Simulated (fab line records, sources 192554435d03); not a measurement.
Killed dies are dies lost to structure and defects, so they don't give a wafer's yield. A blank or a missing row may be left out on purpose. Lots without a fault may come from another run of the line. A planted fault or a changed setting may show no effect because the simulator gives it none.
Which tool did it? | flow n5_finfet | 11 lots, 33 wafers sampled, at 5 steps of a route of 1938

WHAT THE GAUGES READ, wafer by wafer
The record holds no reading of a measuring or inspecting step that can be judged against a usual standard deviation.

WHICH TOOL RAN EACH LOT (tool, then ch and the chambers of the sampled wafers, then the start)
lot  | N5_BEOL_M7_STRIP_80                           | N5_BEOL_M8_ILD_DEP_00           | N5_BEOL_M8_HM_DEP_02         | N5_BEOL_M8_COAT_59                | N5_PASSIVATION_PROBE_49
L414 | rie_diel-06 ch 1,2,3, day 9 06:31 or earlier  | pecvd-04 ch 0,2, day 9 06:31    | pvd_sputter-02, day 9 07:45  | litho_track-03 ch 0, day 9 07:53  | -
L417 | rie_diel-06 ch 0,2,3, day 10 14:06 or earlier | pecvd-04 ch 1,2, day 10 14:06   | pvd_sputter-02, day 10 15:31 | litho_track-02 ch 0, day 10 15:38 | -
L419 | rie_diel-06 ch 0,1, day 11 00:20 or earlier   | pecvd-04 ch 0,1,2, day 11 00:20 | pvd_sputter-02, day 11 02:30 | litho_track-03 ch 0, day 11 02:37 | -
L421 | rie_diel-06 ch 1,3, day 11 08:27 or earlier   | pecvd-04 ch 1,2, day 11 08:27   | pvd_sputter-01, day 11 10:24 | litho_track-03 ch 0, day 11 10:32 | -
L422 | rie_diel-03 ch 0,2,3, day 11 16:03 or earlier | pecvd-03 ch 0,2, day 11 16:03   | pvd_sputter-03, day 11 18:05 | litho_track-05 ch 0, day 11 18:14 | -
L423 | rie_diel-06 ch 0,1,3, day 12 03:08 or earlier | pecvd-03 ch 0,1,2, day 12 03:08 | pvd_sputter-01, day 12 04:19 | litho_track-02 ch 0, day 12 04:26 | prober-01, day 14 21:49
L425 | rie_diel-01 ch 1,2,3, day 13 01:27 or earlier | pecvd-04 ch 0,1, day 13 01:27   | pvd_sputter-03, day 13 02:07 | litho_track-03 ch 0, day 13 02:14 | -
L426 | rie_diel-01 ch 2,3, day 13 04:06 or earlier   | pecvd-01 ch 0,1, day 13 04:06   | pvd_sputter-03, day 13 04:55 | litho_track-05 ch 0, day 13 05:02 | -
L427 | rie_diel-03 ch 0,3, day 13 19:07 or earlier   | pecvd-03 ch 1,2, day 13 19:07   | pvd_sputter-01, day 13 20:05 | litho_track-02 ch 0, day 13 20:13 | -
L431 | rie_diel-01 ch 0,1,3, day 14 04:45 or earlier | pecvd-03 ch 1,2, day 14 04:45   | pvd_sputter-03, day 14 06:21 | litho_track-02 ch 0, day 14 06:29 | prober-01, day 17 07:42
L434 | rie_diel-01 ch 1,2, day 15 00:37 or earlier   | pecvd-03 ch 0,1, day 15 00:37   | pvd_sputter-02, day 15 03:32 | litho_track-02 ch 0, day 15 03:40 | -
- N5_BEOL_M7_STRIP_80: strips in N2/H2, time 10 s.
- N5_BEOL_M8_ILD_DEP_00: deposits SiCOH lowk from DEMS/porogen, target thk 179.75 nm, time 33.4 s.
- N5_BEOL_M8_HM_DEP_02: deposits TiN, target thk 20 nm.
- N5_BEOL_M8_COAT_59: time 60 s, resist thk 100 nm.
- N5_PASSIVATION_PROBE_49

WHAT THE TOOLS THEMSELVES READ (means of the sampled wafers that have a number; where no wafer has one, the mark that the record gives instead)
N5_BEOL_M7_STRIP_80. Usual: drypump_motor_current_A 5.8 A, standard deviation 0.51; oes_product_au 0.78 a.u., standard deviation 0.07; rf_vpp_V 59.0 V, standard deviation 0.8; showerhead_plenum_p_Torr 2.47 Torr, standard deviation 0.05; throttle_valve_pct 23.70 %, standard deviation 0.26.
lot  | tool        | drypump_motor_current_A (A) | oes_product_au (a.u.) | rf_vpp_V (V) | showerhead_plenum_p_Torr (Torr) | throttle_valve_pct (%) | flag
L414 | rie_diel-06 | 5.4                         | 0.73                  | 59.1         | 2.45                            | 23.74                  |
L417 | rie_diel-06 | 5.7                         | 0.77                  | 58.9         | 2.47                            | 23.58                  |
L419 | rie_diel-06 | 5.9                         | 0.80                  | 59.1         | 2.45                            | 23.54                  |
L421 | rie_diel-06 | 5.2                         | 0.71                  | 59.3         | 2.41                            | 23.81                  |
L422 | rie_diel-03 | 5.5                         | 0.76                  | 58.8         | 2.50                            | 23.84                  |
L423 | rie_diel-06 | 5.5                         | 0.76                  | 59.0         | 2.43                            | 23.65                  |
L425 | rie_diel-01 | 6.2                         | 0.80                  | 59.9         | 2.48                            | 23.73                  |
L426 | rie_diel-01 | 6.2                         | 0.81                  | 59.0         | 2.50                            | 24.04                  |
L427 | rie_diel-03 | 5.3                         | 0.75                  | 59.0         | 2.46                            | 23.75                  |
L431 | rie_diel-01 | 6.2                         | 0.79                  | 59.1         | 2.47                            | 23.48                  |
L434 | rie_diel-01 | 5.9                         | 0.82                  | 58.6         | 2.45                            | 23.58                  |

N5_BEOL_M8_ILD_DEP_00. Usual: heater_power_outer_w 127 W, standard deviation 30; heater_power_w 289 W, standard deviation 49; showerhead_plenum_p_Torr 5.742 Torr, standard deviation 0.018; throttle_valve_pct 13.9 %, standard deviation 0.38.
lot  | tool     | heater_power_outer_w (W) | heater_power_w (W) | showerhead_plenum_p_Torr (Torr) | throttle_valve_pct (%) | flag
L414 | pecvd-04 | 124                      | 305                | 5.736                           | 13.7                   |
L417 | pecvd-04 | 108                      | 284                | 5.729                           | 13.8                   |
L419 | pecvd-04 | 130                      | 312                | 5.736                           | 13.7                   |
L421 | pecvd-04 | 118                      | 297                | 5.740                           | 13.8                   |
L422 | pecvd-03 | 123                      | 266                | 5.747                           | 13.9                   |
L423 | pecvd-03 | 118                      | 255                | 5.744                           | 13.8                   |
L425 | pecvd-04 | 107                      | 288                | 5.741                           | 13.7                   |
L426 | pecvd-01 | 113                      | 258                | 5.748                           | 14.0                   |
L427 | pecvd-03 | 120                      | 251                | 5.725                           | 13.7                   |
L431 | pecvd-03 | 118                      | 244                | 5.726                           | 13.6                   |
L434 | pecvd-03 | 160                      | 331                | 5.754                           | 14.2                   |

N5_BEOL_M8_HM_DEP_02. Usual: throttle_valve_pct 29.5 %, standard deviation 1.
lot  | tool           | throttle_valve_pct (%) | flag
L414 | pvd_sputter-02 | 30.3                   |
L417 | pvd_sputter-02 | 30.4                   |
L419 | pvd_sputter-02 | 30.3                   |
L421 | pvd_sputter-01 | 29.6                   |
L422 | pvd_sputter-03 | 28.6                   |
L423 | pvd_sputter-01 | 29.7                   |
L425 | pvd_sputter-03 | 29.3                   |
L426 | pvd_sputter-03 | 29.3                   |
L427 | pvd_sputter-01 | 29.5                   |
L431 | pvd_sputter-03 | 29.4                   |
L434 | pvd_sputter-02 | 30.1                   |

N5_BEOL_M8_COAT_59. Usual: spin_speed_rpm 1500.0 rpm, standard deviation 0.93.
lot  | tool           | spin_speed_rpm (rpm) | flag
L414 | litho_track-03 | 1500.3               |
L417 | litho_track-02 | 1500.2               |
L419 | litho_track-03 | 1501.1               |
L421 | litho_track-03 | 1500.0               |
L422 | litho_track-05 | 1499.6               |
L423 | litho_track-02 | 1500.1               |
L425 | litho_track-03 | 1498.9               |
L426 | litho_track-05 | 1500.9               |
L427 | litho_track-02 | 1500.4               |
L431 | litho_track-02 | 1453.9               | OFF
L434 | litho_track-02 | 1455.7               | OFF

N5_PASSIVATION_PROBE_49. Usual: defect_limited_yield 91.0 %, standard deviation 1.5; killed_at_M0_to_M3 34, standard deviation 9.1; killed_at_M4_up 14, standard deviation 5.7; killed_at_contacts 13, standard deviation 5.7; killed_at_front_end 42, standard deviation 12; killed_at_other 4, standard deviation 3.4; killed_dies 106, standard deviation 17; killed_open 70, standard deviation 13; killed_short 34, standard deviation 7.5; sort_bin_5_function 5.2 %, standard deviation 0.94; sort_bin_6_memory 3.4 %, standard deviation 0.69; sort_n_pass 1074, standard deviation 17; sort_yield_pct 91.0 %, standard deviation 1.5.
lot  | tool      | defect_limited_yield (%) | killed_at_M0_to_M3 | killed_at_M4_up | killed_at_contacts | killed_at_front_end | killed_at_other | killed_dies | killed_open | killed_short | sort_bin_5_function (%) | sort_bin_6_memory (%) | sort_n_pass | sort_yield_pct (%) | flag
L423 | prober-01 | 91.3                     | 33                 | 5               | 18                 | 40                  | 7               | 103         | 66          | 35           | 5.3                     | 3.1                   | 1077        | 91.3               |
L431 | prober-01 | 88.4                     | 50                 | 18              | 6                  | 59                  | 5               | 138         | 79          | 34           | 6.9                     | 4.4                   | 1042        | 88.4               |

THE ANSWER, worked out from the rows above alone
Rule: a lot is off if the mean of its wafers that have a number lies more than 3 standard deviations from the usual mean. A lot without any number at a reading at which 4 lots or more have one is off too. The other lots that the step has rows for count as sound. The gauges are gone through in route order, then the tools' own readings, and for those a lot's mean is taken as printed above. The first step at which some lot is off is used, and at that step the reading that is off furthest; a lot without a number counts as furthest.
Off: L431, L434, at N5_BEOL_M8_COAT_59 (spin_speed_rpm).
A tool fits if, at that step or a process step before it, it ran every lot that is off, and no sound lot after the first of them. N5_BEOL_M7_STRIP_80 gives no start for some lots, so the hours and the order of its lots are those of N5_BEOL_M8_ILD_DEP_00. Can't be told from this: 3 tools fit, rie_diel-01 at N5_BEOL_M7_STRIP_80, pecvd-03 at N5_BEOL_M8_ILD_DEP_00, litho_track-02 at N5_BEOL_M8_COAT_59.

WHAT THE SIMULATOR HAD PUT IN
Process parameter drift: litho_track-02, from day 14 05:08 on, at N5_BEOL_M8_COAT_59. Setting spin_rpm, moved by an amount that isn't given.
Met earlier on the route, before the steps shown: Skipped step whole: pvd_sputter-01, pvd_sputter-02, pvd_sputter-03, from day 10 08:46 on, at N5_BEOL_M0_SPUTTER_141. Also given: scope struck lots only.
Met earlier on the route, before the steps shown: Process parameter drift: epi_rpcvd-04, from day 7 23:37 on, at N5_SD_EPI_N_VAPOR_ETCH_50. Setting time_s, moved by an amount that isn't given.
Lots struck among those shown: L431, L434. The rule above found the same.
